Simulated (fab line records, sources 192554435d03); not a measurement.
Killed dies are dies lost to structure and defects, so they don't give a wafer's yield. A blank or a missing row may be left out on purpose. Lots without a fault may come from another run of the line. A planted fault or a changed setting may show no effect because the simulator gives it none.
Which tool did it? | flow n5_finfet | 10 lots, 26 wafers sampled, at 6 steps of a route of 1938

WHAT THE GAUGES READ, wafer by wafer
N5_BEOL_M4_RC_MEAS_101.
lot  | measured     | on        | DIBL_N (mV/V)
L486 | day 7 17:58  | prober-02 | 32.5 34.3 35.5
L487 | day 8 00:58  | prober-02 | 38.5 36.1 36.6
L493 | day 9 18:32  | prober-01 | 37.0 37.8 36.4
L497 | day 10 14:10 | prober-01 | 36.4 35.6
L499 | day 11 10:50 | prober-02 | 36.5 37.8 39.0
L500 | day 11 08:19 | prober-02 | 36.5 36.7
L504 | day 12 08:28 | prober-01 | 37.2 37.4
L506 | day 13 11:00 | prober-02 | 37.6 36.6 37.2
L507 | day 13 10:44 | prober-01 | 36.7 34.6 36.0
L509 | day 14 08:32 | prober-01 | 36.5 41.0

WHICH TOOL RAN EACH LOT (tool, then ch and the chambers of the sampled wafers, then the start)
lot  | N5_MOL_CONTACT_COAG_CONTACT_ETCH_14 | N5_MOL_CONTACT_COAG_ETCH_15       | N5_MOL_CONTACT_COAG_CMP_23    | N5_MOL_CONTACT_COAG_ALD_27        | N5_MOL_CONTACT_COAG_ETCH_48
L486 | rie_diel-05 ch 0,3, day 4 17:58     | rie_diel-05 ch 0,3, day 4 17:59   | cmp-03 ch 1,3, day 4 23:09    | ald_sin-01 ch 1,2, day 5 00:18    | rie_diel-05 ch 0,1, day 5 07:08
L487 | rie_diel-02 ch 0,3, day 5 03:32     | rie_diel-02 ch 0,3, day 5 03:35   | cmp-02 ch 0,1, day 5 08:55    | ald_sin-03 ch 0,2, day 5 09:44    | rie_diel-05 ch 0,1,2, day 5 15:16
L493 | rie_diel-05 ch 0,2,3, day 6 13:08   | rie_diel-05 ch 0,2,3, day 6 13:10 | cmp-02 ch 0,1,2, day 6 18:12  | ald_sin-03 ch 0,1,3, day 6 19:41  | rie_diel-05 ch 0,1,2, day 7 01:02
L497 | rie_diel-05 ch 1,3, day 7 13:46     | rie_diel-05 ch 1,3, day 7 13:48   | cmp-02 ch 2,3, day 7 19:19    | ald_sin-02 ch 1,3, day 7 20:29    | rie_diel-02 ch 1,2, day 8 01:23
L499 | rie_diel-01 ch 0,3, day 8 04:39     | rie_diel-01 ch 0,3, day 8 04:41   | cmp-03 ch 0,1,3, day 8 09:53  | ald_sin-02 ch 0,1, day 8 10:50    | rie_diel-01 ch 0,1, day 8 16:22
L500 | rie_diel-01 ch 0,2, day 8 06:13     | rie_diel-01 ch 0,2, day 8 06:14   | cmp-04 ch 1,2, day 8 13:14    | ald_sin-02 ch 1,3, day 8 16:00    | rie_diel-01 ch 0,2, day 8 21:16
L504 | rie_diel-02 ch 1,3, day 9 03:47     | rie_diel-02 ch 1,3, day 9 03:49   | cmp-02 ch 1,3, day 9 08:38    | ald_sin-03 ch 0,3, day 9 09:21    | rie_diel-05 ch 0,3, day 9 14:29
L506 | rie_diel-05 ch 0,1,2, day 9 15:01   | rie_diel-05 ch 0,1,2, day 9 15:03 | cmp-03 ch 0,2, day 9 22:33    | ald_sin-01 ch 0,2, day 9 23:20    | rie_diel-01 ch 0,2,3, day 10 04:27
L507 | rie_diel-01 ch 0,1,2, day 9 23:01   | rie_diel-01 ch 0,1,2, day 9 23:04 | cmp-03 ch 1,2,3, day 10 03:56 | ald_sin-01 ch 0,1,2, day 10 04:43 | rie_diel-05 ch 0,1, day 10 10:49
L509 | rie_diel-05 ch 1,2, day 10 11:16    | rie_diel-05 ch 1,2, day 10 11:19  | cmp-03 ch 0,3, day 10 16:21   | ald_sin-03 ch 0,2, day 10 18:22   | rie_diel-02 ch 1,3, day 10 22:38
- N5_MOL_CONTACT_COAG_CONTACT_ETCH_14: etches SiO2 in C4F6/O2, target depth 27.5 nm, overetch 8.5 nm, time 20 s.
- N5_MOL_CONTACT_COAG_ETCH_15: etches SiNx in CH3F/O2, stops on Si:P, target depth 7 nm.
- N5_MOL_CONTACT_COAG_CMP_23: polishes, stops on SiO2, t overpolish 1.5 s, target thk 0 nm.
- N5_MOL_CONTACT_COAG_ALD_27: deposits SiOC, target thk 17 nm, pulse time 1.5 s, time 2720 s.
- N5_MOL_CONTACT_COAG_ETCH_48: etches SiOC in C4F6/O2, target depth 15 nm, overetch 4.5 nm, time 17 s.

THE ANSWER, worked out from the rows above alone
Rule: what is usual is taken from the lots themselves. Put in order of their means at a reading, lots are off if they are a third of the lots or fewer, leave a main group of 4 or more, and stand apart from it by a gap of 3 or more times the standard deviation of the main group's means; of several such gaps the widest counts. A main group whose means are all the same, to the digits that the tables above print for the reading, isn't used. A lot without any number at a reading at which 4 lots or more have one is off too. The other lots that the step has rows for count as sound.
No lot is off at any reading shown: from this, nothing can be told.

WHAT THE SIMULATOR HAD PUT IN
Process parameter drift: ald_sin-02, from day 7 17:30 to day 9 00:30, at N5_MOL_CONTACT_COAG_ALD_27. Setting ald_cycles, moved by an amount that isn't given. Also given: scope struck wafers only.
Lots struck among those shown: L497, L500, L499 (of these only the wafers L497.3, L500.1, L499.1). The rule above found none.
